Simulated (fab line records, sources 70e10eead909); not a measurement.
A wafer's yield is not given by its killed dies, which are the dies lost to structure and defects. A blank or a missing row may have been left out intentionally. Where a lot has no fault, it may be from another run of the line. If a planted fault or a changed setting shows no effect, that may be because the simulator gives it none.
A struck lot beside a sound one | flow nand harc | 15 out of 1302 route steps
Sound: the wafers L473.1, L473.2, L473.5. Struck: wafer L482.2. (L482.1, L482.4 of the same lot were not struck and are left out.) The cause comes at the end.
Order at every step that has rows: each side's tool, ch and its chambers, its first start. Under that, the readings that differ: sound wafers | struck wafers | difference of the means | sigmas: that difference in standard deviations of wafers without a fault.
alike: readings with means less than 2 such deviations apart, plus words and numbers identical on both sides. not compared: withheld readings, readings lacking a value on some wafer, bounds such as >300 that could conceal the same value, and numbers that have no deviation in the record and whose values overlap.
The two part at a step that has a row with sigmas, a row that says differs or no value, or rows on one side only. Numbers that don't overlap but have no deviation are shown without sigmas and don't part them. A reading missing from all wafers of one side parts the sides only when that side holds two or more wafers.

first, 7 steps without rows for these wafers: NHARC_P_CONTACT_COAT_34 (time 65 s); NHARC_P_CONTACT_COAT_06 (resist thk 90 nm); NHARC_P_CONTACT_SOFTBAKE_07 (time 55 s); NHARC_P_CONTACT_EBR_08; NHARC_P_CONTACT_EXPOSE_09 (exposes mask P CA, target cd 90 nm); NHARC_P_CONTACT_PEB_10 (peb time 65 s); NHARC_P_CONTACT_DEVELOP_11 (develop time 35 s).
NHARC_P_CONTACT_CD_MEAS_12 targets a cd of 90 nm.
  sound on cd sem-01 ch 0, day 6 09:00; struck on cd sem-02 ch 0, day 9 22:59
  alike: cd nm
NHARC_P_CONTACT_OVL_MEAS_13:
  struck on overlay-02, day 9 23:05; sound on overlay-01, day 6 09:05
  alike: overlay x nm, overlay y nm
NHARC_P_CONTACT_INSPECT_14:
  struck on defect inspect-02, day 9 23:07; sound on defect inspect-02, day 6 09:08
  alike: raw defect count
NHARC_P_CONTACT_DESCUM_17: chemistry O2, time 3 s.
  sound on rie diel-08 ch 0,1,2, day 6 09:12; struck on rie diel-08 ch 3, day 9 23:10
  alike: drypump motor current A, oes product au, rf vpp V, showerhead plenum p Torr, throttle valve pct
  not compared: rf hours counter h
NHARC_P_CONTACT_ETCH_35: etches the open film in CF4, target depth 39 nm, time 65 s.
  sound on rie diel-08 ch 0,1,3, day 6 09:17; struck on rie diel-08 ch 1, day 9 23:16
  alike: drypump motor current A, oes product au, rf vpp V, showerhead plenum p Torr, throttle valve pct
  not compared: rf hours counter h
NHARC_P_CONTACT_ETCH_36: etches the open film in N2/H2, target depth 260 nm, time 406.25 s.
  sound on rie diel-08 ch 0,1,3, day 6 09:22; struck on rie diel-08 ch 0, day 9 23:21
  reading               | sound             | struck | difference | sigmas
  oes product au (a.u.) | 0.989 1.011 1.007 | 0.891  | -0.111     | -13
  alike: drypump motor current A, rf vpp V, showerhead plenum p Torr, throttle valve pct
  not compared: rf hours counter h
NHARC_P_CONTACT_ETCH_18: etches the open film in C4F8/O2/Ar, target depth 481 nm, time 240.5 s.
  sound: rie diel-08 ch 1,2,3; struck: rie diel-08 ch 2
  reading               | sound             | struck | difference | sigmas
  oes product au (a.u.) | 0.950 0.929 0.950 | 0.984  | +0.041     | +2
  alike: rf vpp V
  not compared: rf hours counter h
-- record jumps: 19 days between struck wafers' starts before vs after; left off in module P_CONTACT, resumes in module END, first step shown is number 1302 of the route --
NHARC_END_SORT_01:
  the record has rows for the struck wafers here (prober-02 ch 0, day 28 16:21) and none for the sound ones

WHERE THEY PART
Earliest at NHARC_P_CONTACT_ETCH_36; latest, in this record, at NHARC_END_SORT_01.

WHY: what had been put in by the simulator
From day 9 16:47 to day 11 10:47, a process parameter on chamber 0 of rie diel-08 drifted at NHARC_P_CONTACT_ETCH_36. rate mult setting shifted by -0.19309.
